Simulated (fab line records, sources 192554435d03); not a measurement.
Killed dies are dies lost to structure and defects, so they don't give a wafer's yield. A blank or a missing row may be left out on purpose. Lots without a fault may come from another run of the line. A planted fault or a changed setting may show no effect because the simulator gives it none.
fab line records | flow n5_finfet
record lots=24 wafers=72 last_day=18
route steps=1938 shown BEOL_M7@1265
lots that met no fault: from a run of the same line without faults
start_h: hours from the record's first day to the start of the lot's first wafer shown | wait_h: hours since the lot's step before | " the same as in the row above | L1.1+2: a row that stands for several wafers | - no value, or no start given | * or withheld: withheld | < > ~ a bound
route shown NAME@n: a module of which the file shows steps, and the number in the route of the first | usual: mean/standard deviation of fault-free wafers | same: alike in all rows | chamber/n: place in a boat | sites: the reading at each site | _std_site: their standard deviation | _edge_site: outer sites' mean less inner sites' | radius_mm: how far each site lies from the wafer's centre | mask NAME#n: copy n | behind: the tool/chamber that last shaped the wafer | hold: why the lot was held/for how many hours/how that ended | device: the transistor (n, p or np) that didn't switch | end of line: the same wafers' tests at the end of the route | a step without rows: its recipe alone | killed: dies lost to structure and defects at the first sort, not the wafer's yield | map: a wafer's dies, x killed, . not, _ none there
set.NAME: the setting as run; set.NAME@STEP: as run at that earlier step | model.NAME: the simulator's own value behind a step, which no gauge read
steps of the route over a sample of lots; a table a step, a row a wafer
services: from which hour (start_h, from the record's first day; less than 0 if before it) a tool's chamber was out of use, for how many hours, and why
## steps
# step N5_BEOL_M7_THK_MEAS_01
# recipe reads=SiCOH_lowk_of_BEOL_M7_ILD_DEP_00
# usual M7_ILD_THK=155.3/1.6
# columns lot.wafer tool chamber start_h wait_h M7_ILD_THK[nm]
L074.1 film_metro-01 - 195.79 0.4 154.8
L074.4 " - " " 157.4
L074.5 " - " " 157.8
L076.1 film_metro-02 - 206.30 0.4 153.5
L076.3 " - " " 155.3
L076.5 " - " " 156.0
L075.3 film_metro-02 - 226.75 0.5 155.9
L075.5 " - " " 155.7
L075.6 " - " " 155.9
L078.1 film_metro-01 - 228.71 0.8 153.5
L078.4 " - " " 155.8
L078.5 " - " " 155.7
L077.1 film_metro-02 - 236.74 0.4 154.2
L077.5 " - " " 156.5
L077.6 " - " " 154.9
L083.1 film_metro-01 - 252.90 0.4 154.1
L083.2 " - " " 154.0
L083.5 " - " " 156.6
L079.2 film_metro-01 - 254.32 0.4 153.8
L079.4 " - " " 155.1
L079.6 " - " " 152.0
L081.1 film_metro-01 - 257.34 0.4 153.6
L081.2 " - " " 155.0
L081.5 " - " " 156.6
L080.1 film_metro-01 - 260.86 0.4 154.1
L080.2 " - " " 155.2
L080.5 " - " " 157.7
L082.2 film_metro-02 - 273.29 0.4 155.0
L082.4 " - " " 155.3
L082.5 " - " " 158.1
L084.1 film_metro-02 - 273.67 0.4 154.0
L084.4 " - " " 157.6
L084.5 " - " " 157.3
L087.3 film_metro-01 - 274.11 0.3 154.1
L087.5 " - " " 157.4
L087.6 " - " " 157.0
L085.2 film_metro-02 - 286.61 0.4 153.2
L085.5 " - " " 157.0
L085.6 " - " " 156.4
L086.1 film_metro-02 - 293.32 0.4 153.4
L086.3 " - " " 152.6
L086.4 " - " " 156.4
L090.1 film_metro-01 - 296.98 0.4 154.6
L090.4 " - " " 157.7
L090.5 " - " " 155.0
L088.1 film_metro-01 - 298.92 0.4 153.4
L088.2 " - " " 155.2
L088.3 " - " " 152.9
L089.1 film_metro-01 - 306.32 0.4 154.6
L089.4 " - " " 157.1
L089.6 " - " " 155.0
L091.1 film_metro-01 - 320.97 0.4 155.8
L091.4 " - " " 155.7
L091.5 " - " " 157.8
L092.1 film_metro-02 - 324.65 0.4 154.8
L092.4 " - " " 155.3
L092.5 " - " " 156.7
L093.1 film_metro-02 - 326.26 0.4 153.8
L093.4 " - " " 156.3
L093.6 " - " " 155.9
L096.1 film_metro-02 - 328.82 0.4 153.9
L096.3 " - " " 152.8
L096.5 " - " " 157.6
L094.1 film_metro-01 - 331.21 0.4 153.9
L094.5 " - " " 156.0
L094.6 " - " " 156.5
L095.3 film_metro-02 - 335.94 0.3 154.9
L095.5 " - " " 157.8
L095.6 " - " " 157.6
L097.2 film_metro-01 - 352.60 0.4 154.2
L097.4 " - " " 156.9
L097.6 " - " " 156.1
# step N5_BEOL_M7_PECVD_70
# recipe material=SiO2 target_thk_a=200 temp_c=400 precursor=TEOS/O2 pressure_torr=5.5 rf_w=450 teos_flow_sccm=53.8 gas=O2 flow_sccm=3000 time_s=22.7
# usual heater_power_w=696/92 showerhead_plenum_p_Torr=8.78/0.084 throttle_valve_pct=22.8/1.1
# columns lot.wafer tool chamber start_h wait_h heater_power_w showerhead_plenum_p_Torr throttle_valve_pct
L074.1 pecvd-04 2 195.82 0.0 445 8.75 26.5
L074.4 " 0 " " 642 8.56 23.3
L074.5 " 2 " " 449 8.77 26.3
L076.1 pecvd-04 1 206.34 0.0 618 8.80 22.4
L076.3 " 0 " " 546 8.56 23.0
L076.5 " 1 " " 625 8.79 22.3
L075.3 pecvd-02 2 226.78 0.0 683 8.83 23.3
L075.5 " 0 " " 681 8.77 22.7
L075.6 " 1 " " 611 8.85 24.0
L078.1 pecvd-01 1 228.74 0.0 767 8.75 23.4
L078.4 " 2 " " 677 8.82 20.6
L078.5 " 1 " " 753 8.75 23.3
L077.1 pecvd-02 2 236.78 0.0 697 8.85 23.0
L077.5 " 1 " " 693 8.84 23.6
L077.6 " 0 " " 779 8.72 22.9
L083.1 pecvd-01 0 252.96 0.1 813 8.87 22.8
L083.2 " 2 " " 783 8.81 20.8
L083.5 " 0 " " 842 8.90 22.8
L079.2 pecvd-02 2 254.36 0.0 688 8.84 23.0
L079.4 " 0 " " 760 8.75 22.7
L079.6 " 1 " " 659 8.86 23.6
L081.1 pecvd-01 1 257.38 0.0 798 8.75 23.4
L081.2 " 0 " " 813 8.88 22.6
L081.5 " 0 " " 823 8.89 23.1
L080.1 pecvd-02 0 260.90 0.0 783 8.76 22.5
L080.2 " 1 " " 681 8.84 23.6
L080.5 " 2 " " 778 8.85 23.2
L082.2 pecvd-04 0 273.32 0.0 575 8.55 23.3
L082.4 " 2 " " 558 8.75 19.8
L082.5 " 0 " " 575 8.55 23.3
L084.1 pecvd-02 1 273.71 0.0 617 8.82 23.8
L084.4 " 1 " " 612 8.89 23.7
L084.5 " 0 " " 701 8.75 22.7
L087.3 pecvd-01 2 274.14 0.0 737 8.79 20.7
L087.5 " 2 " " 742 8.79 20.6
L087.6 " 0 " " 823 8.85 23.0
L085.2 pecvd-02 1 286.65 0.0 724 8.82 23.7
L085.5 " 0 " " 775 8.74 22.7
L085.6 " 1 " " 716 8.82 23.8
L086.1 pecvd-02 0 293.35 0.0 705 8.76 22.7
L086.3 " 2 " " 711 8.85 23.2
L086.4 " 0 " " 694 8.73 22.8
L090.1 pecvd-01 1 297.02 0.0 688 8.77 23.4
L090.4 " 0 " " 788 8.88 23.0
L090.5 " 2 " " 708 8.82 20.8
L088.1 pecvd-04 0 298.96 0.0 620 8.59 23.3
L088.2 " 2 " " 601 8.77 20.1
L088.3 " 1 " " 558 8.78 22.5
L089.1 pecvd-02 0 306.36 0.0 776 8.74 22.6
L089.4 " 0 " " 789 8.74 22.9
L089.6 " 2 " " 691 8.83 23.3
L091.1 pecvd-02 2 321.01 0.0 727 8.85 23.3
L091.4 " 1 " " 680 8.81 23.5
L091.5 " 2 " " 724 8.82 23.2
L092.1 pecvd-01 2 324.69 0.0 760 8.82 21.0
L092.4 " 1 " " 796 8.78 23.3
L092.5 " 0 " " 814 8.86 22.7
L093.1 pecvd-04 2 326.29 0.0 500 8.74 19.9
L093.4 " 1 " " 526 8.81 22.4
L093.6 " 2 " " 500 8.76 20.2
L096.1 pecvd-04 0 328.87 0.0 615 8.56 23.6
L096.3 " 2 " " 557 8.77 20.0
L096.5 " 2 " " 565 8.75 20.2
L094.1 pecvd-01 1 331.25 0.0 760 8.78 23.5
L094.5 " 0 " " 813 8.86 22.8
L094.6 " 1 " " 765 8.76 23.7
L095.3 pecvd-01 0 335.99 0.1 778 8.87 22.9
L095.5 " 1 " " 753 8.77 23.6
L095.6 " 0 " " 808 8.87 23.0
L097.2 pecvd-01 1 352.64 0.0 779 8.76 23.5
L097.4 " 0 " " 769 8.88 22.9
L097.6 " 1 " " 783 8.78 23.4
# step N5_BEOL_M7_INSPECT_30
# recipe mode=adi inspect_instrument=brightfield
# usual raw_defect_count=462/120
# columns lot.wafer tool chamber start_h wait_h raw_defect_count
L074.1 defect_inspect-01 - 198.70 0.1 392
L074.4 " - " " 371
L074.5 " - " " 468
L076.1 defect_inspect-01 - 210.74 0.1 536
L076.3 " - " " 502
L076.5 " - " " 447
L075.3 defect_inspect-02 - 229.88 0.0 302
L075.5 " - " " 458
L075.6 " - " " 374
L078.1 defect_inspect-01 - 232.80 0.1 720
L078.4 " - " " 616
L078.5 " - " " 452
L077.1 defect_inspect-01 - 243.27 0.1 419
L077.5 " - " " 343
L077.6 " - " " 389
L083.1 defect_inspect-02 - 255.85 0.1 444
L083.2 " - " " 365
L083.5 " - " " 666
L079.2 defect_inspect-01 - 258.85 0.0 326
L079.4 " - " " 445
L079.6 " - " " 337
L081.1 defect_inspect-01 - 264.26 0.1 287
L081.2 " - " " 363
L081.5 " - " " 330
L080.1 defect_inspect-01 - 269.44 0.1 359
L080.2 " - " " 430
L080.5 " - " " 375
L084.1 defect_inspect-02 - 278.78 0.1 466
L084.4 " - " " 571
L084.5 " - " " 439
L082.2 defect_inspect-02 - 278.86 0.0 358
L082.4 " - " " 395
L082.5 " - " " 481
L087.3 defect_inspect-02 - 278.95 0.0 780
L087.5 " - " " 459
L087.6 " - " " 604
L085.2 defect_inspect-01 - 290.02 0.0 494
L085.5 " - " " 692
L085.6 " - " " 444
L086.1 defect_inspect-02 - 296.28 0.1 324
L086.3 " - " " 344
L086.4 " - " " 319
L090.1 defect_inspect-02 - 302.09 0.1 500
L090.4 " - " " 491
L090.5 " - " " 688
L088.1 defect_inspect-01 - 302.23 0.1 532
L088.2 " - " " 569
L088.3 " - " " 569
L089.1 defect_inspect-01 - 310.19 0.1 250
L089.4 " - " " 263
L089.6 " - " " 353
L091.1 defect_inspect-02 - 324.49 0.1 692
L091.4 " - " " 561
L091.5 " - " " 392
L092.1 defect_inspect-01 - 326.97 0.1 390
L092.4 " - " " 402
L092.5 " - " " 331
L093.1 defect_inspect-02 - 330.61 0.1 454
L093.4 " - " " 516
L093.6 " - " " 492
L096.1 defect_inspect-01 - 333.73 0.1 353
L096.3 " - " " 504
L096.5 " - " " 393
L094.1 defect_inspect-01 - 333.89 0.1 458
L094.5 " - " " 482
L094.6 " - " " 237
L095.3 defect_inspect-02 - 337.89 0.0 416
L095.5 " - " " 541
L095.6 " - " " 506
L097.2 defect_inspect-02 - 357.89 0.0 522
L097.4 " - " " 746
L097.6 " - " " 602
# step N5_BEOL_M7_DESCUM_33
# recipe chemistry=O2 time_s=7 source_power_w=50 bias_power_w=20 pressure_mtorr=20 rf_frequency_hz=2.712e+07 temp_c=40 resist=CAR-EUV o2_flow_sccm=225
# usual bias_power_w=19.99/0.054 drypump_motor_current_A=5.8/0.5 oes_product_au=0.76/0.096 rf_vpp_V=243.0/1.1 showerhead_plenum_p_Torr=2.08/0.058 temp_c=40.01/0.11 throttle_valve_pct=20.5/0.32
# columns lot.wafer tool chamber start_h wait_h bias_power_w drypump_motor_current_A oes_product_au rf_hours_counter_h rf_vpp_V showerhead_plenum_p_Torr temp_c throttle_valve_pct
L074.1 rie_diel-04 3 198.74 0.0 20.11 5.7 0.69 246 240.9 1.97 39.95 20.8
L074.4 " 0 " " 19.99 6.1 0.71 186 243.4 2.08 40.15 20.6
L074.5 " 3 " " 20.06 5.6 0.69 - 241.8 1.97 40.08 20.8
L076.1 rie_diel-04 1 211.06 0.3 19.99 6.6 0.76 170 240.5 2.00 39.94 20.6
L076.3 " 2 " " 20.04 5.5 0.75 179 244.0 2.18 39.86 20.5
L076.5 " 2 " " 20.06 5.5 0.74 - 243.2 2.18 40.00 20.5
L075.3 rie_diel-02 3 230.17 0.3 20.01 4.7 0.72 202 242.1 2.08 39.90 20.7
L075.5 " 0 " " 19.95 6.0 0.70 - 244.0 2.06 40.12 20.8
L075.6 " 1 " " 19.97 5.9 0.92 - 246.1 2.22 40.06 20.0
L078.1 rie_diel-05 2 232.83 0.0 19.97 5.5 0.96 2 242.6 2.05 39.96 20.0
L078.4 " 0 " " 20.03 5.4 0.68 230 243.9 2.06 40.05 20.6
L078.5 " 3 " " 20.01 5.6 0.71 - 243.8 2.07 39.87 21.0
L077.1 rie_diel-02 3 243.30 0.0 19.98 4.7 0.72 207 242.5 2.08 39.95 20.7
L077.5 " 2 " " 19.95 5.6 0.74 - 244.1 2.10 39.97 20.3
L077.6 " 3 " " 19.92 4.7 0.72 - 242.0 2.08 40.09 20.7
L083.1 rie_diel-05 0 255.88 0.0 20.01 5.4 0.68 235 241.8 2.06 40.05 20.6
L083.2 " 3 " " 20.02 5.6 0.71 221 241.6 2.07 39.99 21.0
L083.5 " 1 " " 19.90 6.7 0.69 - 243.8 2.06 40.07 20.7
L079.2 rie_diel-05 3 258.89 0.0 20.01 5.6 0.69 221 243.0 2.07 39.98 21.0
L079.4 " 1 " " 19.98 6.7 0.68 230 243.0 2.06 40.14 20.7
L079.6 " 3 " " 20.00 5.6 0.70 - 242.0 2.07 40.05 21.0
L081.1 rie_diel-05 2 264.30 0.0 20.02 5.5 0.93 10 242.8 2.05 40.00 20.0
L081.2 " 3 " " 20.03 5.6 0.70 222 242.2 2.07 40.09 21.0
L081.5 " 0 " " 20.04 5.4 0.68 - 242.7 2.06 39.94 20.6
L080.1 rie_diel-05 3 269.47 0.0 19.98 5.6 0.71 224 243.3 2.07 40.05 21.0
L080.2 " 2 " " 20.04 5.5 0.93 12 242.9 2.05 40.11 20.0
L080.5 " 2 " " 20.05 5.5 0.93 - 241.8 2.05 39.92 20.0
L084.1 rie_diel-02 3 278.81 0.0 19.98 4.7 0.71 215 244.1 2.08 39.98 20.7
L084.4 " 2 " " 19.96 5.6 0.73 164 243.2 2.10 39.98 20.3
L084.5 " 2 " " 20.01 5.6 0.73 - 241.8 2.10 39.78 20.3
L082.2 rie_diel-04 2 279.06 0.2 20.03 5.5 0.73 198 244.4 2.17 40.16 20.6
L082.4 " 1 " " 20.08 6.6 0.74 192 241.2 2.00 39.78 20.6
L082.5 " 3 " " 20.08 5.6 0.95 - 245.9 2.23 39.87 20.5
L087.3 rie_diel-04 0 279.46 0.5 19.95 6.1 0.70 212 243.1 2.07 40.13 20.6
L087.5 " 2 " " 19.95 5.5 0.74 - 245.1 2.17 39.92 20.6
L087.6 " 1 " " 19.98 6.6 0.74 - 241.6 1.99 40.01 20.7
L085.2 rie_diel-05 3 290.28 0.3 20.01 5.6 0.69 231 243.0 2.06 40.10 21.0
L085.5 " 1 " " 20.08 6.7 0.68 - 243.7 2.06 40.35 20.7
L085.6 " 0 " " 20.03 5.4 0.66 - 243.3 2.06 39.92 20.6
L086.1 rie_diel-05 1 296.32 0.0 19.97 6.7 0.68 241 243.1 2.06 40.08 20.7
L086.3 " 0 " " 19.97 5.4 0.67 247 240.8 2.06 39.97 20.6
L086.4 " 1 " " 20.03 6.7 0.67 - 243.7 2.06 40.05 20.7
L090.1 rie_diel-02 1 302.12 0.0 19.97 5.9 0.89 44 244.8 2.21 40.20 20.1
L090.4 " 3 " " 19.87 4.8 0.70 221 241.7 2.07 39.91 20.7
L090.5 " 3 " " 19.97 4.8 0.70 - 241.9 2.07 39.95 20.7
L088.1 rie_diel-05 0 302.51 0.3 20.00 5.4 0.68 248 243.0 2.06 40.10 20.6
L088.2 " 1 " " 20.01 6.7 0.68 243 243.4 2.06 39.96 20.7
L088.3 " 2 " " 20.03 5.5 0.90 21 242.5 2.04 39.86 20.0
L089.1 rie_diel-02 1 310.23 0.0 19.89 5.9 0.88 48 243.9 2.21 39.96 20.0
L089.4 " 3 " " 19.95 4.8 0.70 - 242.6 2.07 40.10 20.7
L089.6 " 2 " " 19.91 5.6 0.73 - 243.2 2.10 39.68 20.3
L091.1 rie_diel-05 3 324.75 0.3 20.10 5.6 0.69 233 243.6 2.06 40.11 21.0
L091.4 " 3 " " 20.04 5.6 0.70 - 243.9 2.06 39.95 21.0
L091.5 " 0 " " 20.00 5.4 0.66 - 242.1 2.05 40.03 20.6
L092.1 rie_diel-05 1 327.00 0.0 19.95 6.7 0.67 249 243.1 2.05 39.91 20.7
L092.4 " 1 " " 19.97 6.7 0.67 - 242.5 2.05 39.88 20.7
L092.5 " 3 " " 19.98 5.6 0.69 - 242.6 2.06 40.01 21.0
L093.1 rie_diel-05 2 331.01 0.4 20.03 5.5 0.88 35 243.2 2.04 40.07 20.1
L093.4 " 3 " " 20.12 5.6 0.69 - 240.9 2.06 40.00 21.0
L093.6 " 2 " " 20.09 5.5 0.87 - 243.3 2.04 40.02 20.1
L096.1 rie_diel-02 2 333.76 0.0 19.91 5.6 0.72 182 243.5 2.09 40.12 20.3
L096.3 " 1 " " 19.95 5.9 0.87 56 245.6 2.21 39.97 20.1
L096.5 " 1 " " 19.97 5.9 0.86 - 245.2 2.21 40.04 20.1
L094.1 rie_diel-05 2 334.18 0.3 20.06 5.5 0.89 36 242.6 2.04 39.88 20.1
L094.5 " 1 " " 19.88 6.7 0.67 - 243.5 2.05 40.12 20.7
L094.6 " 3 " " 19.93 5.6 0.69 - 242.0 2.06 39.99 21.0
L095.3 rie_diel-04 1 337.92 0.0 20.02 6.6 0.73 211 242.6 1.99 40.03 20.7
L095.5 " 3 " " 19.95 5.7 0.91 - 243.4 2.22 39.87 20.5
L095.6 " 2 " " 20.06 5.5 0.73 - 244.2 2.16 40.08 20.6
L097.2 rie_diel-05 0 357.99 0.1 20.00 5.4 0.96 8 243.2 2.05 40.05 20.2
L097.4 " 0 " " 20.00 5.4 0.96 - 242.8 2.05 40.01 20.2
L097.6 " 3 " " 20.14 5.6 0.68 - 242.1 2.06 39.92 21.0
# step N5_BEOL_M7_ETCH_41
# recipe chemistry=CH3F/O2 target=SiCN target_depth_a=319 taper_deg=2 time_s=57.8 ion_energy_ev=120 mask_material=TiN pressure_mtorr=30 source_w=395 bias_w=75 Ar_flow_sccm=150 CH3F_flow_sccm=30 O2_flow_sccm=20
# usual drypump_motor_current_A=5.8/0.51 oes_product_au=0.76/0.095 rf_vpp_V=297.1/1.4 showerhead_plenum_p_Torr=1.99/0.056 throttle_valve_pct=16.4/0.32
# columns lot.wafer tool chamber start_h wait_h drypump_motor_current_A oes_product_au rf_hours_counter_h rf_vpp_V showerhead_plenum_p_Torr throttle_valve_pct
L074.1 rie_diel-04 3 - - 5.7 0.69 246 293.5 1.89 16.8
L074.4 " 0 " " 6.1 0.72 186 296.2 2.00 16.5
L074.5 " 3 " " 5.7 0.69 - 294.1 1.89 16.8
L076.1 rie_diel-04 1 - - 6.6 0.75 170 296.9 1.91 16.5
L076.3 " 2 " " 5.5 0.76 179 298.0 2.07 16.4
L076.5 " 2 " " 5.5 0.75 - 297.8 2.07 16.4
L075.3 rie_diel-02 3 - - 4.8 0.72 202 296.7 1.99 16.6
L075.5 " 0 " " 6.0 0.70 - 295.9 1.97 16.8
L075.6 " 1 " " 5.9 0.92 - 300.0 2.13 16.0
L078.1 rie_diel-05 2 - - 5.5 0.95 3 295.5 1.96 15.9
L078.4 " 0 " " 5.4 0.68 230 297.9 1.97 16.5
L078.5 " 3 " " 5.6 0.70 - 297.0 1.97 16.8
L077.1 rie_diel-02 3 - - 4.8 0.72 207 295.9 1.99 16.6
L077.5 " 2 " " 5.6 0.74 - 297.6 2.00 16.2
L077.6 " 3 " " 4.8 0.72 - 296.5 1.99 16.6
L083.1 rie_diel-05 0 - - 5.4 0.67 235 296.6 1.97 16.5
L083.2 " 3 " " 5.6 0.69 221 298.2 1.97 16.8
L083.5 " 1 " " 6.7 0.70 - 296.1 1.97 16.6
L079.2 rie_diel-05 3 - - 5.6 0.69 222 297.1 1.97 16.9
L079.4 " 1 " " 6.7 0.68 230 297.1 1.97 16.6
L079.6 " 3 " " 5.6 0.69 - 295.6 1.97 16.9
L081.1 rie_diel-05 2 - - 5.5 0.92 10 298.3 1.96 15.9
L081.2 " 3 " " 5.6 0.69 223 296.5 1.97 16.9
L081.5 " 0 " " 5.4 0.67 - 296.9 1.97 16.5
L080.1 rie_diel-05 3 - - 5.6 0.69 224 297.8 1.97 16.9
L080.2 " 2 " " 5.5 0.92 12 296.4 1.96 15.9
L080.5 " 2 " " 5.5 0.91 - 297.1 1.96 15.9
L084.1 rie_diel-02 3 - - 4.7 0.71 215 295.7 1.99 16.6
L084.4 " 2 " " 5.6 0.72 164 296.6 2.00 16.2
L084.5 " 2 " " 5.6 0.73 - 297.8 2.00 16.2
L082.2 rie_diel-04 2 - - 5.5 0.74 198 297.9 2.06 16.4
L082.4 " 1 " " 6.6 0.74 192 294.7 1.91 16.5
L082.5 " 3 " " 5.7 0.94 - 300.3 2.13 16.3
L087.3 rie_diel-04 0 - - 6.1 0.70 212 296.2 1.99 16.6
L087.5 " 2 " " 5.5 0.73 - 298.8 2.06 16.4
L087.6 " 1 " " 6.6 0.74 - 296.1 1.91 16.5
L085.2 rie_diel-05 3 - - 5.6 0.69 231 297.5 1.97 16.9
L085.5 " 1 " " 6.7 0.68 - 296.8 1.97 16.6
L085.6 " 0 " " 5.4 0.66 - 296.8 1.96 16.5
L086.1 rie_diel-05 1 - - 6.7 0.68 241 297.9 1.97 16.6
L086.3 " 0 " " 5.4 0.67 247 297.3 1.96 16.5
L086.4 " 1 " " 6.7 0.68 - 296.6 1.97 16.6
L090.1 rie_diel-02 1 - - 5.9 0.87 44 298.7 2.12 16.0
L090.4 " 3 " " 4.7 0.70 221 297.3 1.99 16.7
L090.5 " 3 " " 4.7 0.72 - 297.3 1.99 16.6
L088.1 rie_diel-05 0 - - 5.4 0.66 248 295.7 1.96 16.5
L088.2 " 1 " " 6.7 0.68 243 296.7 1.96 16.6
L088.3 " 2 " " 5.5 0.90 22 295.9 1.96 15.9
L089.1 rie_diel-02 1 - - 5.9 0.87 48 298.9 2.12 16.0
L089.4 " 3 " " 4.8 0.71 - 295.1 1.98 16.7
L089.6 " 2 " " 5.6 0.72 - 297.6 1.99 16.2
L091.1 rie_diel-05 3 - - 5.6 0.69 233 296.8 1.97 16.9
L091.4 " 3 " " 5.6 0.69 - 297.4 1.97 16.9
L091.5 " 0 " " 5.4 0.66 - 296.8 1.96 16.5
L092.1 rie_diel-05 1 - - 6.7 0.68 249 296.4 1.96 16.6
L092.4 " 1 " " 6.7 0.68 - 296.9 1.96 16.6
L092.5 " 3 " " 5.6 0.69 - 298.7 1.97 16.9
L093.1 rie_diel-05 2 - - 5.5 0.87 35 296.6 1.95 15.9
L093.4 " 3 " " 5.6 0.69 - 295.7 1.97 16.9
L093.6 " 2 " " 5.5 0.87 - 297.0 1.95 15.9
L096.1 rie_diel-02 2 - - 5.6 0.72 182 298.0 1.99 16.2
L096.3 " 1 " " 5.9 0.87 56 301.1 2.12 16.0
L096.5 " 1 " " 5.9 0.86 - 299.4 2.12 16.0
L094.1 rie_diel-05 2 - - 5.5 0.86 36 296.5 1.95 15.9
L094.5 " 1 " " 6.7 0.68 - 298.3 1.96 16.6
L094.6 " 3 " " 5.6 0.69 - 295.4 1.97 16.9
L095.3 rie_diel-04 1 - - 6.6 0.72 211 294.4 1.90 16.6
L095.5 " 3 " " 5.7 0.90 - 299.2 2.13 16.3
L095.6 " 2 " " 5.5 0.72 - 299.9 2.06 16.5
L097.2 rie_diel-05 0 - - 5.4 0.97 8 298.1 1.96 16.1
L097.4 " 0 " " 5.4 0.96 - 297.2 1.96 16.1
L097.6 " 3 " " 5.6 0.67 - 294.8 1.96 16.9
# step N5_BEOL_M7_PRE_CLEAN_45
# recipe gas=H2/He time_s=30 temp_c=250
# usual heater_power_w=313/27
# columns lot.wafer tool chamber start_h wait_h heater_power_w
L074.1 pvd_sputter-03 - 199.84 0.0 342
L074.4 " - " " 318
L074.5 " - " " 289
L076.1 pvd_sputter-01 - 212.24 0.0 310
L076.3 " - " " 310
L076.5 " - " " 282
L075.3 pvd_sputter-02 - 231.51 0.0 314
L075.5 " - " " 362
L075.6 " - " " 328
L078.1 pvd_sputter-03 - 234.13 0.0 344
L078.4 " - " " 298
L078.5 " - " " 341
L077.1 pvd_sputter-03 - 244.31 0.0 328
L077.5 " - " " 319
L077.6 " - " " 292
L083.1 pvd_sputter-01 - 256.93 0.0 283
L083.2 " - " " 300
L083.5 " - " " 259
L079.2 pvd_sputter-02 - 260.02 0.0 297
L079.4 " - " " 360
L079.6 " - " " 317
L081.1 pvd_sputter-01 - 265.39 0.0 286
L081.2 " - " " 256
L081.5 " - " " 309
L080.1 pvd_sputter-03 - 270.79 0.0 285
L080.2 " - " " 334
L080.5 " - " " 329
L084.1 pvd_sputter-01 - 280.05 0.0 258
L084.4 " - " " 294
L084.5 " - " " 285
L082.2 pvd_sputter-02 - 280.50 0.0 317
L082.4 " - " " 366
L082.5 " - " " 320
L087.3 pvd_sputter-02 - 280.84 0.0 320
L087.5 " - " " 305
L087.6 " - " " 320
L085.2 pvd_sputter-02 - 291.53 0.0 361
L085.5 " - " " 339
L085.6 " - " " 349
L086.1 pvd_sputter-02 - 298.77 0.0 299
L086.3 " - " " 315
L086.4 " - " " 335
L090.1 pvd_sputter-01 - 303.38 0.0 247
L090.4 " - " " 313
L090.5 " - " " 255
L088.1 pvd_sputter-01 - 304.04 0.0 246
L088.2 " - " " 299
L088.3 " - " " 299
L089.1 pvd_sputter-03 - 311.26 0.0 328
L089.4 " - " " 341
L089.6 " - " " 296
L091.1 pvd_sputter-02 - 325.90 0.0 309
L091.4 " - " " 315
L091.5 " - " " 358
L092.1 pvd_sputter-03 - 328.30 0.0 295
L092.4 " - " " 340
L092.5 " - " " 298
L093.1 pvd_sputter-02 - 332.04 0.0 315
L093.4 " - " " 316
L093.6 " - " " 307
L096.1 pvd_sputter-01 - 334.82 0.0 253
L096.3 " - " " 306
L096.5 " - " " 308
L094.1 pvd_sputter-02 - 335.28 0.0 306
L094.5 " - " " 357
L094.6 " - " " 315
L095.3 pvd_sputter-01 - 338.98 0.0 259
L095.5 " - " " 298
L095.6 " - " " 288
L097.2 pvd_sputter-02 - 359.13 0.0 315
L097.4 " - " " 358
L097.6 " - " " 304
## services
# columns tool chamber start_h hours kind
pvd_sputter-02 - 185.64 12.6 repair
pecvd-01 2 196.46 8.4 repair
rie_diel-02 0 202.66 7.8 repair
rie_diel-02 2 206.69 6.6 repair
rie_diel-05 2 209.91 - clean
rie_diel-05 2 209.91 - consumable_replace:focus_ring
pecvd-04 - 229.84 4.3 pm
pecvd-04 - 236.77 3.5 repair
pecvd-04 - 257.15 0.9 repair
rie_diel-02 3 267.45 4.0 repair
rie_diel-02 - 275.75 2.8 pm
pecvd-02 1 291.17 6.9 repair
pecvd-04 - 292.11 1.9 repair
rie_diel-02 0 303.00 - clean
rie_diel-02 0 303.00 - consumable_replace:focus_ring
rie_diel-05 0 325.56 - clean
rie_diel-05 0 325.56 - consumable_replace:focus_ring
rie_diel-05 0 325.56 16.5 scheduled_down
rie_diel-05 0 325.56 16.5 vent_cycle
pecvd-01 2 326.37 11.2 repair
rie_diel-05 1 347.76 - clean
rie_diel-05 1 347.76 - consumable_replace:focus_ring
rie_diel-05 1 347.76 19.1 scheduled_down
rie_diel-05 1 347.76 19.1 vent_cycle
## key
fault none
